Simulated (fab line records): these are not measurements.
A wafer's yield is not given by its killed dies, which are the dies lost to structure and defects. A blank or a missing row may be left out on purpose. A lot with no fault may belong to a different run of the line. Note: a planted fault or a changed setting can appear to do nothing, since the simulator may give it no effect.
fab line records	flow n5-finfet
[record] lots = 6	wafers = 18	last-day = 18
route steps=1938 shown BEOL_M0_CUTY@709 BEOL_M0@715 BEOL_M4@1111
lots that met no fault: from a run of the same line without faults
start-h: start of the lot's first displayed wafer, in hours after the record's first day	wait-h: how many hours have passed since the lot's step before this one	" identical to the entry in the row above	L1.1+2: several wafers, shown together as one row	- either no value or no given start	* or withheld: withheld	< > ~ a bound
route shown NAME@n: a module of which the file shows steps, and the number in the route of the first	usual: average and standard deviation across the fault-free wafers	same: alike in all rows	chamber/n: place in a boat	sites: per-site readings	_std_site: how widely they spread, as a standard deviation	_edge_site: outer sites' mean less inner sites'	radius-mm: for every site, how far away it sits from the centre of the wafer	mask NAME#n: copy n	behind: the tool/chamber that last shaped the wafer	hold: why the lot went on hold/how many hours it stayed there/how the hold came to an end	device: the n, p or np transistor that did not switch	end of line: the route-end tests of the same wafers	step lacking rows: just its recipe	killed: dies lost to structure and defects at the first sort, not the wafer's yield	map: a wafer's dies, marking killed ones x, the rest . and places with no die _
set.NAME: the run value of the setting; set.NAME@STEP: its run value at that earlier step	model.NAME: the simulator's own value behind a step, which no gauge read
lots at selected steps of the route; one table per step, one row per wafer
services: a tool's chamber out of use, with start hour (start-h, from the record's first day; less than 0 if before it), hours out, and reason
[[steps]]
[step N5_BEOL_M0_CUTY_OVL_MEAS_58]
[recipe] points-per-wafer = 44
[usual] M0_ABLK_OVL = -0.1/0.86
lot.wafer	tool	chamber	start-h	wait-h	M0_ABLK_OVL[nm]
L933.1	overlay-01	0	123.40	0.0	0.3
L933.3	"	0	"	"	0.0
L933.5	"	0	"	"	-0.2
L936.1	overlay-02	0	137.85	0.0	-0.3
L936.3	"	0	"	"	0.0
L936.4	"	0	"	"	0.6
L944.1	overlay-02	0	190.31	0.0	-0.1
L944.2	"	0	"	"	-0.3
L944.6	"	0	"	"	-0.6
L947.1	overlay-01	0	209.27	0.0	0.1
L947.4	"	0	"	"	0.7
L947.6	"	0	"	"	0.7
L955.1	overlay-01	0	259.73	0.0	-0.8
L955.3	"	0	"	"	-1.5
L955.6	"	0	"	"	-1.2
L954.3	overlay-01	0	264.87	0.0	1.3
L954.5	"	0	"	"	1.0
L954.6	"	0	"	"	-0.2
[step N5_BEOL_M0_CUTY_INSPECT_59]
[recipe] mode = adi	inspect-instrument = macro
[usual] raw-defect-count = 2.2/1.4
lot.wafer	tool	chamber	start-h	wait-h	raw-defect-count
L933.1	defect-inspect-02	-	123.43	0.0	2
L933.3	"	-	"	"	4
L933.5	"	-	"	"	3
L936.1	defect-inspect-01	-	137.87	0.0	2
L936.3	"	-	"	"	3
L936.4	"	-	"	"	3
L944.1	defect-inspect-01	-	190.33	0.0	3
L944.2	"	-	"	"	3
L944.6	"	-	"	"	2
L947.1	defect-inspect-02	-	209.30	0.0	2
L947.4	"	-	"	"	1
L947.6	"	-	"	"	2
L955.1	defect-inspect-02	-	259.75	0.0	2
L955.3	"	-	"	"	1
L955.6	"	-	"	"	2
L954.3	defect-inspect-02	-	264.90	0.0	1
L954.5	"	-	"	"	2
L954.6	"	-	"	"	3
[step N5_BEOL_M0_CUTY_DESCUM_61]
[recipe] chemistry = O2	time-s = 7.9	source-power-w = 50	bias-power-w = 20	pressure-mtorr = 20	rf-frequency-hz = 2.712e+07	temp-c = 40	resist = CAR-ArF-block	o2-flow-sccm = 225
[usual] bias-power-w = 20.00/0.067	drypump-motor-current-A = 5.6/0.54	oes-product-au = 0.81/0.061	rf-vpp-V = 243.0/1.3	showerhead-plenum-p-Torr = 2.09/0.065	temp-c = 40.01/0.12	throttle-valve-pct = 20.42/0.23
lot.wafer	tool	chamber	start-h	wait-h	bias-power-w	drypump-motor-current-A	oes-product-au	rf-hours-counter-h	rf-vpp-V	showerhead-plenum-p-Torr	temp-c	throttle-valve-pct
L933.1	rie-diel-03	1	123.46	0.0	20.09	6.1	0.91	27	243.4	2.14	40.17	20.17
L933.3	"	2	"	"	20.03	5.6	0.91	14	244.6	2.14	39.96	20.00
L933.5	"	3	"	"	19.99	6.0	0.78	-	243.6	2.09	40.15	20.10
L936.1	rie-diel-02	2	138.01	0.1	20.06	5.1	0.93	15	242.0	2.05	40.14	20.59
L936.3	"	1	"	"	20.04	5.1	0.89	27	242.7	2.04	40.04	20.33
L936.4	"	3	"	"	20.02	5.4	0.79	134	245.2	2.20	39.85	20.58
L944.1	rie-diel-02	0	190.36	0.0	20.11	5.4	0.72	158	243.8	2.07	40.11	20.49
L944.2	"	1	"	"	19.91	5.1	0.86	42	242.2	2.04	40.09	20.37
L944.6	"	0	"	"	20.10	5.4	0.72	-	243.9	2.07	39.93	20.50
L947.1	rie-diel-03	1	209.47	0.2	19.92	6.1	0.88	52	243.3	2.13	39.93	20.19
L947.4	"	3	"	"	20.05	6.0	0.76	142	244.6	2.09	40.18	20.13
L947.6	"	3	"	"	20.03	6.0	0.75	-	243.8	2.09	40.04	20.15
L955.1	rie-diel-06	1	259.79	0.0	19.99	4.9	0.72	191	242.7	2.02	40.05	20.76
L955.3	"	2	"	"	20.09	5.4	0.78	123	241.5	2.01	40.11	20.39
L955.6	"	3	"	"	19.87	6.6	0.76	-	242.6	2.11	40.04	20.67
L954.3	rie-diel-02	2	264.93	0.0	19.98	5.1	0.85	58	241.1	2.03	40.11	20.68
L954.5	"	2	"	"	19.95	5.1	0.84	-	242.5	2.03	39.98	20.67
L954.6	"	3	"	"	20.12	5.4	0.75	-	243.8	2.19	40.00	20.65
[step N5_BEOL_M0_CUTY_ETCH_62]
[recipe] chemistry = CF4	target = SiARC	mask-material = CAR-ArF-block	time-s = 58.5	ion-energy-ev = 80	pressure-mtorr = 40	source-w = 545	bias-w = 36	Ar_flow_sccm = 100	cf4-flow-sccm = 100	ends = cleared
[step N5_BEOL_M0_CUTY_ETCH_63]
[recipe] chemistry = N2/H2	target = SOC	target-depth-a = 827	overetch-a = 165	mask-material = SiARC	temp-c = 40	ion-energy-ev = 200	time-s = 124	pressure-mtorr = 30	source-w = 840	bias-w = 150	n2-flow-sccm = 200	h2-flow-sccm = 200
[step N5_BEOL_M0_CUTY_STRIP_64]
[recipe] chemistry = N2/H2	temp-c = 40	n2-flow-sccm = 200	h2-flow-sccm = 200	rf-frequency-hz = 6e+07
[step N5_BEOL_M0_ETCH_138]
[recipe] chemistry = CH3F/O2	target-depth-a = 120	target = SiCN	time-s = 31.6	ion-energy-ev = 120	pressure-mtorr = 30	source-w = 395	bias-w = 75	Ar_flow_sccm = 150	CH3F_flow_sccm = 30	O2_flow_sccm = 20	ends = cleared
[step N5_BEOL_M0_HM_OPEN_105]
[recipe] chemistry = Cl2/BCl3	target-depth-a = 120	target = TiN	ion-energy-ev = 150	pressure-mtorr = 10	icp-w = 1000	bias-w = 126	Cl2_flow_sccm = 53.25	bcl3-flow-sccm = 21.75	Ar_flow_sccm = 25
[usual] bias-w = 126.1/0.36	drypump-motor-current-A = 5.7/0.52	oes-product-au = 0.78/0.1	throttle-valve-pct = 21.92/0.2
lot.wafer	tool	chamber	start-h	wait-h	bias-w	drypump-motor-current-A	oes-product-au	rf-hours-counter-h	throttle-valve-pct
L933.1	rie-metal-02	1	125.19	1.5	126.5	5.6	1.00	0	21.89
L933.3	"	1	"	"	126.0	5.6	1.02	-	21.88
L933.5	"	1	"	"	125.9	5.6	1.01	-	21.89
L936.1	rie-metal-03	1	140.62	2.4	126.2	5.9	0.72	75	21.58
L936.3	"	1	"	"	125.9	5.9	0.70	-	21.59
L936.4	"	1	"	"	125.9	5.9	0.71	-	21.59
L944.1	rie-metal-01	0	191.15	0.5	125.8	6.2	0.88	9	21.86
L944.2	"	1	"	"	126.8	5.8	0.65	109	22.17
L944.6	"	0	"	"	126.4	6.2	0.88	-	21.88
L947.1	rie-metal-01	1	209.92	0.2	126.4	5.8	0.65	110	22.19
L947.4	"	1	"	"	125.7	5.8	0.65	-	22.18
L947.6	"	0	"	"	126.2	6.1	0.89	-	21.88
L955.1	rie-metal-02	1	261.35	1.3	125.9	5.6	0.89	12	21.91
L955.3	"	0	"	"	126.0	6.1	0.72	-	22.03
L955.6	"	0	"	"	126.4	6.1	0.73	-	22.03
L954.3	rie-metal-01	1	265.56	0.4	126.6	5.8	0.64	-	22.18
L954.5	"	1	"	"	126.6	5.8	0.64	-	22.20
L954.6	"	0	"	"	125.7	6.2	0.86	-	21.88
[step N5_BEOL_M0_STRIP_140]
[recipe] chemistry = CF4	resist = SiARC	power-w = 300	bias-power-w = 75	pressure-mtorr = 50	cf4-flow-sccm = 150	rf-frequency-hz = 6e+07
[usual] bias-power-w = 74.98/0.22	drypump-motor-current-A = 5.6/0.51	oes-product-au = 0.81/0.057	rf-vpp-V = 271.0/1.4	showerhead-plenum-p-Torr = 1.79/0.05	throttle-valve-pct = 13.51/0.21
lot.wafer	tool	chamber	start-h	wait-h	bias-power-w	drypump-motor-current-A	oes-product-au	rf-hours-counter-h	rf-vpp-V	showerhead-plenum-p-Torr	throttle-valve-pct
L933.1	rie-diel-06	0	125.36	0.1	75.24	6.2	0.89	21	270.3	1.76	13.53
L933.3	"	3	"	"	75.08	6.6	0.80	72	272.7	1.81	13.61
L933.5	"	1	"	"	75.25	4.8	0.74	-	269.7	1.72	13.67
L936.1	rie-diel-03	3	140.96	0.3	74.86	5.9	0.76	122	271.0	1.80	13.35
L936.3	"	2	"	"	74.82	5.6	0.89	20	271.9	1.83	13.15
L936.4	"	1	"	"	74.94	6.2	0.90	32	272.4	1.84	13.30
L944.1	rie-diel-03	3	191.36	0.2	74.80	6.0	0.74	137	270.1	1.80	13.37
L944.2	"	1	"	"	75.36	6.1	0.87	46	269.2	1.84	13.36
L944.6	"	2	"	"	74.92	5.6	0.85	-	273.7	1.83	13.16
L947.1	rie-diel-03	3	210.09	0.1	75.13	6.0	0.73	142	271.4	1.79	13.37
L947.4	"	0	"	"	74.83	5.5	0.81	82	273.3	1.88	13.08
L947.6	"	2	"	"	74.80	5.6	0.84	-	272.3	1.83	13.20
L955.1	rie-diel-02	2	261.60	0.2	74.81	5.1	0.85	57	269.8	1.74	13.63
L955.3	"	3	"	"	75.00	5.4	0.74	174	273.1	1.86	13.77
L955.6	"	1	"	"	75.29	5.0	0.82	-	271.0	1.74	13.55
L954.3	rie-diel-03	1	265.68	0.1	75.01	6.1	0.85	69	271.3	1.83	13.39
L954.5	"	0	"	"	74.60	5.5	0.79	-	271.8	1.87	13.14
L954.6	"	1	"	"	75.08	6.1	0.85	-	271.3	1.83	13.40
[step N5_BEOL_M0_STRIP_104]
[recipe] chemistry = N2/H2	power-w = 450	temp-c = 40	pressure-mtorr = 20	rf-frequency-hz = 6e+07	overash-fraction = 0.3	bias-power-w = 7	h2-frac = 0.5	n2-flow-sccm = 200	h2-flow-sccm = 200
[usual] bias-power-w = 7.001/0.02	drypump-motor-current-A = 5.6/0.51	oes-product-au = 0.82/0.06	rf-vpp-V = 59.2/1.6	showerhead-plenum-p-Torr = 2.53/0.076	temp-c = 40.00/0.1	throttle-valve-pct = 23.6/0.39
lot.wafer	tool	chamber	start-h	wait-h	bias-power-w	drypump-motor-current-A	oes-product-au	rf-hours-counter-h	rf-vpp-V	showerhead-plenum-p-Torr	temp-c	throttle-valve-pct
L933.1	rie-diel-06	0	125.38	0.0	6.980	6.3	0.89	21	59.0	2.48	39.75	23.5
L933.3	"	3	"	"	6.990	6.6	0.81	72	58.7	2.58	39.99	24.0
L933.5	"	1	"	"	6.974	4.9	0.76	-	58.3	2.42	39.96	23.5
L936.1	rie-diel-03	3	140.98	0.0	7.026	6.0	0.76	122	57.1	2.54	39.88	23.7
L936.3	"	2	"	"	7.032	5.6	0.91	20	60.0	2.58	40.04	22.9
L936.4	"	1	"	"	7.012	6.2	0.91	32	60.4	2.59	40.12	23.3
L944.1	rie-diel-03	3	191.38	0.0	6.994	6.0	0.76	137	58.8	2.54	40.00	23.7
L944.2	"	1	"	"	7.018	6.1	0.87	46	59.2	2.59	39.91	23.3
L944.6	"	2	"	"	6.996	5.6	0.89	-	57.1	2.58	39.99	22.9
L947.1	rie-diel-03	3	210.11	0.0	7.000	6.0	0.74	142	57.6	2.54	40.12	23.7
L947.4	"	0	"	"	7.008	5.5	0.82	82	55.7	2.67	39.91	22.9
L947.6	"	2	"	"	7.020	5.6	0.85	-	61.2	2.57	40.22	23.0
L955.1	rie-diel-02	2	261.62	0.0	6.990	5.1	0.85	57	58.4	2.48	40.03	24.3
L955.3	"	3	"	"	6.996	5.4	0.75	174	59.5	2.64	40.09	23.5
L955.6	"	1	"	"	6.998	5.0	0.81	-	56.2	2.47	40.15	23.8
L954.3	rie-diel-03	1	265.70	0.0	6.999	6.1	0.85	69	59.6	2.58	40.15	23.4
L954.5	"	0	"	"	6.990	5.5	0.79	-	59.4	2.67	40.16	22.9
L954.6	"	1	"	"	7.005	6.1	0.85	-	58.8	2.58	40.12	23.4
[step N5_BEOL_M0_WET_ETCH_106]
[recipe] chemistry = DHF	dilution = 10:1	temp-c = 25	target = SiO2	target-depth-a = 1300	dry = ipa-marangoni	rinse-time-s = 30	rinse-temp-c = 23
[step N5_BEOL_M0_ETCH_128]
[recipe] chemistry = CF4/N2	target-depth-a = 120	overetch-a = 51	target = SiCN	time-s = 21.4	ion-energy-ev = 150	pressure-mtorr = 40	source-w = 430	bias-w = 70	Ar_flow_sccm = 100	cf4-flow-sccm = 60	n2-flow-sccm = 60
[usual] bias-w = 69.99/0.21	drypump-motor-current-A = 5.6/0.49	oes-product-au = 0.56/0.042	rf-fwd-power-W = 426.0/1.6	rf-vpp-V = 382.4/1.8	showerhead-plenum-p-Torr = 2.21/0.061	throttle-valve-pct = 15.33/0.23
lot.wafer	tool	chamber	start-h	wait-h	bias-w	drypump-motor-current-A	oes-product-au	rf-fwd-power-W	rf-hours-counter-h	rf-vpp-V	showerhead-plenum-p-Torr	throttle-valve-pct
L933.1	rie-diel-03	0	125.51	0.0	70.14	5.5	0.59	425.8	58	384.0	2.32	14.87
L933.3	"	1	"	"	69.96	6.1	0.64	425.3	27	383.4	2.26	15.14
L933.5	"	0	"	"	69.94	5.4	0.59	428.2	-	385.6	2.32	14.88
L936.1	rie-diel-02	3	141.10	0.0	69.97	5.4	0.53	426.0	134	384.8	2.30	15.49
L936.3	"	0	"	"	70.35	5.4	0.50	420.9	143	382.4	2.21	15.62
L936.4	"	2	"	"	70.08	5.1	0.64	425.8	15	380.5	2.16	15.44
L944.1	rie-diel-03	2	191.54	0.0	70.17	5.6	0.60	424.1	35	382.7	2.25	15.04
L944.2	"	1	"	"	70.11	6.1	0.62	425.7	46	383.8	2.25	15.19
L944.6	"	1	"	"	70.34	6.1	0.61	427.8	-	382.7	2.25	15.18
L947.1	rie-diel-03	2	210.24	0.0	70.22	5.6	0.58	424.4	41	383.4	2.25	15.05
L947.4	"	3	"	"	70.26	6.0	0.50	428.1	142	382.7	2.20	15.18
L947.6	"	0	"	"	69.70	5.5	0.56	425.2	-	384.4	2.31	14.94
L955.1	rie-diel-06	2	262.51	0.8	70.10	5.4	0.55	425.0	124	380.2	2.14	15.49
L955.3	"	3	"	"	70.32	6.6	0.53	429.2	118	382.6	2.22	15.57
L955.6	"	1	"	"	69.87	4.8	0.49	423.7	-	380.2	2.10	15.59
L954.3	rie-diel-02	0	265.82	0.0	69.93	5.4	0.48	422.7	184	383.4	2.20	15.71
L954.5	"	0	"	"	69.91	5.4	0.50	425.3	-	382.4	2.20	15.70
L954.6	"	1	"	"	69.93	5.0	0.55	428.5	-	379.9	2.16	15.50
[step N5_BEOL_M0_TRENCH_ETCH_107]
[recipe] chemistry = C4F6/O2	target-depth-a = 328	target = SiOC	time-s = 16.4	ion-energy-ev = 250	pressure-mtorr = 30	source-w = 355	bias-w = 185	Ar_flow_sccm = 300	C4F6_flow_sccm = 10	O2_flow_sccm = 10
[usual] C4F6_flow_sccm = 10.00/0.031	bias-w = 184.9/0.54	drypump-motor-current-A = 5.6/0.49	oes_f_703_au = 0.81/0.062	oes_o_777_au = 0.81/0.063	oes-product-au = 0.81/0.061	rf-fwd-power-W = 349.0/1.7	rf-vpp-V = 666/14	showerhead-plenum-p-Torr = 2.86/0.074	throttle-valve-pct = 20.79/0.28
lot.wafer	tool	chamber	start-h	wait-h	C4F6_flow_sccm	bias-w	drypump-motor-current-A	oes_f_703_au	oes_o_777_au	oes-product-au	rf-fwd-power-W	rf-hours-counter-h	rf-vpp-V	showerhead-plenum-p-Torr	throttle-valve-pct	model.BEOL_M0.feature-depth-nm
L933.1	rie-diel-03	0	125.55	0.0	10.02	183.5	5.4	0.85	0.86	0.85	349.4	58	678	2.99	20.24	33
L933.3	"	1	"	"	10.01	185.4	6.1	0.89	0.91	0.91	347.8	27	691	2.92	20.63	32.2
L933.5	"	0	"	"	9.97	183.9	5.4	0.86	0.86	0.85	349.0	-	677	2.99	20.24	32.8
L936.1	rie-diel-02	3	141.14	0.0	9.98	184.8	5.4	0.77	0.79	0.78	350.4	134	660	2.96	20.86	32.6
L936.3	"	0	"	"	9.97	185.3	5.4	0.72	0.72	0.73	347.5	143	661	2.85	21.07	31.8
L936.4	"	2	"	"	10.01	185.8	5.1	0.96	0.95	0.93	347.8	15	639	2.79	21.03	33
L944.1	rie-diel-03	2	191.58	0.0	10.02	185.3	5.6	1.10	1.08	0.92	434.6	35	592	2.90	20.51	36.2
L944.2	"	1	"	"	10.01	185.1	6.1	1.09	1.09	0.93	432.1	46	618	2.91	20.67	34.8
L944.6	"	1	"	"	9.97	185.0	6.1	1.09	1.10	0.92	430.6	-	618	2.91	20.68	34.6
L947.1	rie-diel-03	2	210.28	0.0	10.06	184.7	5.6	1.09	1.07	0.90	434.5	41	591	2.90	20.52	36
L947.4	"	3	"	"	9.98	184.9	6.0	0.96	0.93	0.78	434.1	142	592	2.84	20.57	35.6
L947.6	"	0	"	"	9.94	184.4	5.5	1.07	1.04	0.85	433.4	-	608	2.97	20.28	35.2
L955.1	rie-diel-06	2	262.55	0.0	10.03	184.6	5.4	0.77	0.77	0.78	347.6	124	666	2.76	20.94	31.6
L955.3	"	3	"	"	9.98	185.2	6.6	0.78	0.78	0.77	350.9	118	666	2.87	21.10	32.4
L955.6	"	1	"	"	10.01	184.1	4.8	0.72	0.73	0.72	347.0	-	687	2.71	21.00	32.8
L954.3	rie-diel-02	0	265.86	0.0	10.04	184.8	5.4	0.69	0.68	0.70	347.7	184	662	2.84	21.11	31.8
L954.5	"	0	"	"	10.00	184.6	5.4	0.69	0.68	0.70	347.5	-	660	2.84	21.10	31.6
L954.6	"	1	"	"	9.96	185.0	5.1	0.78	0.78	0.81	352.2	-	664	2.80	21.08	32
[step N5_BEOL_M0_STRIP_142]
[recipe] chemistry = N2/H2	time-s = 10	power-w = 450	temp-c = 40	pressure-mtorr = 20	rf-frequency-hz = 6e+07	bias-power-w = 7	n2-flow-sccm = 200	h2-flow-sccm = 200
[step N5_BEOL_M0_OCD_MEAS_108]
[usual] trench-depth-nm = 32.5/0.67
lot.wafer	tool	chamber	start-h	wait-h	trench-depth-nm
L933.1	ocd-02	-	125.65	0.1	32.9
L933.3	"	-	"	"	32.4
L933.5	"	-	"	"	32.6
L936.1	ocd-02	-	141.25	0.1	32.3
L936.3	"	-	"	"	31.8
L936.4	"	-	"	"	33.4
L944.1	ocd-02	-	191.68	0.1	36.5
L944.2	"	-	"	"	34.4
L944.6	"	-	"	"	34.9
L947.1	ocd-02	-	210.38	0.1	36.1
L947.4	"	-	"	"	35.1
L947.6	"	-	"	"	35.3
L955.1	ocd-02	-	262.65	0.1	30.7
L955.3	"	-	"	"	31.9
L955.6	"	-	"	"	32.8
L954.3	ocd-02	-	265.97	0.1	31.5
L954.5	"	-	"	"	30.9
L954.6	"	-	"	"	31.5
[step N5_BEOL_M0_HM_STRIP_129]
[recipe] chemistry = peroxide-tin-strip	material = TiN	target-depth-a = 170	temp-c = 50	time-s = 108
[step N5_BEOL_M4_RC_MEAS_101]
[usual] DIBL_N = 36.0/1.9	DIBL_P = 36.0/2.1	IOFF_N = 0.155/0.029	IOFF_P = 0.20/0.032	ION_N = 672/11	ION_P = 461/6.9	SS_N = 71.5/0.58	SS_P = 73.2/0.64	VT_N = 250.4/2.9	VT_P = -251.0/2.8
lot.wafer	tool	chamber	start-h	wait-h	DIBL_N[mV/V]	DIBL_P[mV/V]	IOFF_N[nA/um]	IOFF_P[nA/um]	ION_N[uA/um]	ION_P[uA/um]	SS_N[mV/dec]	SS_P[mV/dec]	VT_N[mV]	VT_P[mV]
L933.1	prober-02	0	185.25	0.0	38.1	37.7	0.174	0.24	683	468	72.3	74.5	246.6	-247.6
L933.3	"	0	"	"	37.3	36.5	0.157	0.22	661	458	71.7	73.7	251.3	-249.1
L933.5	"	0	"	"	37.3	35.5	0.142	0.20	664	454	72.1	73.3	254.7	-251.5
L936.1	prober-01	0	209.97	0.0	37.1	36.4	0.160	0.22	665	461	72.0	72.8	250.9	-249.1
L936.3	"	0	"	"	37.3	35.9	0.154	0.22	659	460	71.5	73.5	253.5	-250.7
L936.4	"	0	"	"	36.4	36.0	0.143	0.21	668	463	71.4	72.7	251.8	-248.4
L944.1	prober-01	0	249.65	0.0	37.5	36.7	0.189	0.22	674	457	72.7	73.3	247.8	-248.9
L944.2	"	0	"	"	37.1	36.4	0.163	0.21	667	451	71.6	73.9	247.3	-251.0
L944.6	"	0	"	"	36.6	36.0	0.158	0.20	658	450	71.7	73.3	248.4	-253.3
L947.1	prober-01	0	263.93	0.0	34.9	36.2	0.129	0.19	647	449	72.0	73.1	252.0	-251.1
L947.4	"	0	"	"	34.9	36.2	0.134	0.18	656	451	71.2	72.7	250.8	-251.4
L947.6	"	0	"	"	37.1	39.3	0.184	0.23	692	469	72.2	73.7	248.3	-250.2
L955.1	prober-01	0	311.35	0.0	35.8	33.2	0.143	0.18	661	453	71.0	73.1	250.2	-253.6
L955.3	"	0	"	"	37.8	36.0	0.173	0.22	665	453	72.0	74.1	247.7	-250.3
L955.6	"	0	"	"	38.5	37.5	0.198	0.25	685	465	72.1	74.3	247.6	-248.4
L954.3	prober-01	0	314.09	0.3	35.8	37.0	0.160	0.22	668	457	71.4	73.0	250.4	-249.4
L954.5	"	0	"	"	33.6	33.7	0.124	0.17	674	458	71.7	72.3	253.2	-252.8
L954.6	"	0	"	"	34.4	35.3	0.145	0.19	671	456	70.9	73.3	249.8	-254.8
[[services]]
tool	chamber	start-h	hours	kind
rie-diel-06	-	100.57	14.6	pm
rie-diel-06	0	131.05	5.5	repair
rie-metal-03	0	132.05	12.0	repair
rie-diel-06	0	162.38	3.7	repair
rie-diel-02	1	162.82	3.1	repair
rie-metal-01	-	195.05	14.6	pm
rie-metal-01	-	210.27	0.7	repair
rie-diel-06	3	237.05	5.0	repair
rie-metal-01	1	246.97	16.4	repair
rie-metal-03	-	264.13	0.5	repair
[[key]]
[first-sign] step = N5_BEOL_M0_TRENCH_ETCH_107	reading = rf-fwd-power-W	direction = up	sigmas = 49	usual = *	struck = *
[effect] step = N5_BEOL_M0_TRENCH_ETCH_107	reading = rf-vpp-V	direction = down	sigmas = 4.6	usual = 666	struck = 603
[effect] step = N5_BEOL_M0_OCD_MEAS_108	reading = trench-depth-nm	direction = up	sigmas = 4.3	usual = 32.5	struck = 35.4
[model-effect] step = N5_BEOL_M0_TRENCH_ETCH_107	value = BEOL_M0.feature-depth-nm	without = 32.5	struck = 35.4
met-at N5_BEOL_M0_TRENCH_ETCH_107
struck-wafers L944.1,L944.2,L944.6,L947.1,L947.4,L947.6
onset-between 125.55 191.58
[fault] kind = process-parameter-drift	tool = rie-diel-03	chamber = -	onset-h = 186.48	steps = N5_BEOL_M0_TRENCH_ETCH_107	channel = source-w	offset = 85.2	shape = step	end-h = 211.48	acts-in = these-recipes-only	stated = 355
